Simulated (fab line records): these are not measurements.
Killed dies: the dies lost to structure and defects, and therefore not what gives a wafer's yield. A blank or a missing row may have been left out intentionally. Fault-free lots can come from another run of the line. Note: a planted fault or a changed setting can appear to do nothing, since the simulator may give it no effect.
A lot that was struck, set against a sound lot || flow n5-finfet || 20 steps out of a route of 1938
Sound: these wafers, L739.1, L739.2, L739.3. Struck: wafer L735.3; the same lot's L735.4 was not struck, so it is left out; see the end for the cause.
Each step with rows lists, per side, the tool, then ch with its chambers, then its first start. Under that, the readings that differ: sound wafers || struck wafers || difference of the means || sigmas: that difference in standard deviations of wafers without a fault.
alike: readings with means less than 2 such deviations apart, plus words and numbers identical on both sides. not compared: withheld readings, readings lacking a value on some wafer, bounds such as >300 that could conceal the same value, and numbers that have no deviation in the record and whose values overlap.
The two part at a step that has a row with sigmas, a row that says differs or no value, or rows on one side only. Numbers that have no deviation but don't overlap get no sigmas and don't part them. A reading that every wafer of one side lacks parts them only if that side has two wafers or more.

first, 9 steps without rows for these wafers: N5_PMOS_HMC_CHANNEL_EPI_HM_DEP_34 (deposits SiO2 from TEOS/O2, target thk 36 nm, time 6.9 s); N5_PMOS_HMC_CHANNEL_EPI_COAT_31 (time 60 s, resist thk 66 nm); N5_PMOS_HMC_CHANNEL_EPI_COAT_03 (resist thk 205 nm); N5_PMOS_HMC_CHANNEL_EPI_EBR_05; N5_PMOS_HMC_CHANNEL_EPI_SOFTBAKE_04 (time 60 s); N5_PMOS_HMC_CHANNEL_EPI_EXPOSE_06 (exposes mask PMOS HMC BLK, target cd 240 nm); N5_PMOS_HMC_CHANNEL_EPI_PEB_07 (peb time 60 s); N5_PMOS_HMC_CHANNEL_EPI_DEVELOP_08 (develop time 30 s); N5_PMOS_HMC_CHANNEL_EPI_DESCUM_14 (chemistry O2, time 7.9 s).
N5_PMOS_HMC_CHANNEL_EPI_ETCH_32: etches BARC in N2/H2, stops on SiO2, target depth 85.8 nm, time 50.3 s.
  sound on rie-diel-03 ch 0,1,3, day 5 11:04; struck on rie-diel-02 ch 3, day 4 12:20
{"reading": "model.CAR-ArF-block_of_PMOS_HMC_CHANNEL_EPI_COAT_03.thk-nm (nm)", "sound": "133.4 135.7 135.4", "struck": 97.56, "difference": -37.27, "sigmas": ""}
{"reading": "model.PMOS_HMC_CHANNEL_EPI.cd-nm (nm)", "sound": "237.4 235.6 237.5", "struck": 245.9, "difference": "+9.1", "sigmas": ""}
  alike: drypump-motor-current-A, oes-product-au, rf-vpp-V, showerhead-plenum-p-Torr, throttle-valve-pct
  not compared: rf-hours-counter-h, model.SiO2_of_PMOS_HMC_CHANNEL_EPI_HM_DEP_34.thk-nm
N5_PMOS_HMC_CHANNEL_EPI_HM_OPEN_15: chemistry CHF3/O2, target SiO2, target depth 40.6 nm, time 20.3 s.
  sound on rie-diel-03 ch 0,1,3, day 5 11:06; struck on rie-diel-02 ch 3, day 4 12:23
{"reading": "model.CAR-ArF-block_of_PMOS_HMC_CHANNEL_EPI_COAT_03.thk-nm (nm)", "sound": "94.37 96.39 95.83", "struck": 57.6, "difference": -37.9, "sigmas": ""}
  alike: drypump-motor-current-A, oes-product-au, rf-vpp-V, showerhead-plenum-p-Torr, throttle-valve-pct
  not compared: rf-hours-counter-h
then, 3 steps without rows for these wafers: N5_PMOS_HMC_CHANNEL_EPI_STRIP_33 (strips in N2/H2); N5_PMOS_HMC_CHANNEL_EPI_STRIP_17 (strips in SPM, time 750 s); N5_PMOS_HMC_CHANNEL_EPI_ETCH_38 (etches SiO2 in CF4, target depth 1.5 nm).
N5_PMOS_HMC_CHANNEL_EPI_FIN_RECESS_16: chemistry HBr/Cl2, target Si, target depth 54 nm, time 18 s.
  sound on rie-si-02 ch 0,1,2, day 5 11:29; struck on rie-si-05 ch 0, day 4 12:46
{"reading": "model.PMOS_HMC_CHANNEL_EPI.cd-nm (nm)", "sound": "237.4 235.8 237.6", "struck": 246.2, "difference": "+9.3", "sigmas": ""}
  alike: HBr_flow_sccm, drypump-motor-current-A, oes-product-au, throttle-valve-pct
  not compared: rf-hours-counter-h
then, 1 step without rows for these wafers: N5_PMOS_HMC_CHANNEL_EPI_PRECLEAN_36 (cleans in O3/DIW, time 45 s).
N5_PMOS_HMC_CHANNEL_EPI_PRECLEAN_18: cleans in DHF, time 30 s.
  sound on wet-bench-03 ch 0,1,7, day 5 11:36; struck on wet-bench-04 ch 4, day 4 12:53
  not compared: model.SiO2_of_PMOS_HMC_CHANNEL_EPI_HM_DEP_34.thk-nm
then, 1 step without rows for these wafers: N5_PMOS_HMC_CHANNEL_EPI_SRD_19 (time 30 s).
-- here the record skips 7 days between the struck wafers' starts before and after, leaving off in module PMOS_HMC_CHANNEL_EPI and picking up in module BEOL_M4 (first step shown: number 1111 of the route) --
N5_BEOL_M4_RC_MEAS_101:
  sound on prober-01 ch 0, day 11 23:29; struck on prober-02 ch 0, day 11 11:33
  alike: DIBL_N, DIBL_P, IOFF_N, IOFF_P, ION_N, ION_P, SS_N, SS_P, VT_N, VT_P
-- the record jumps here: 4 days lie between the struck wafers' starts before and after (it left off in module BEOL_M4 and takes up again in module PASSIVATION, whose first step shown is number 1936 of the route) --
N5_PASSIVATION_PROBE_49:
  sound: prober-01 at day 16 11:25; struck: prober-02 at day 15 21:47
{"reading": "killed-at-contacts", "sound": "3 7 7", "struck": 23, "difference": "+17", "sigmas": "+3"}
{"reading": "killed-open", "sound": "75 81 59", "struck": 99, "difference": "+27", "sigmas": "+2"}
  alike: defect-limited-yield, killed_at_M0_to_M3, killed_at_M4_up, killed-at-front-end, killed-at-other, killed-dies, killed-on-rim, killed-short, sort_bin_4_leakage, sort_bin_5_function, sort_bin_6_memory, sort-n-pass, sort-yield-pct

## WHERE THEY PART
N5_PASSIVATION_PROBE_49 only, going by this record.

WHY: whatever the simulator had introduced
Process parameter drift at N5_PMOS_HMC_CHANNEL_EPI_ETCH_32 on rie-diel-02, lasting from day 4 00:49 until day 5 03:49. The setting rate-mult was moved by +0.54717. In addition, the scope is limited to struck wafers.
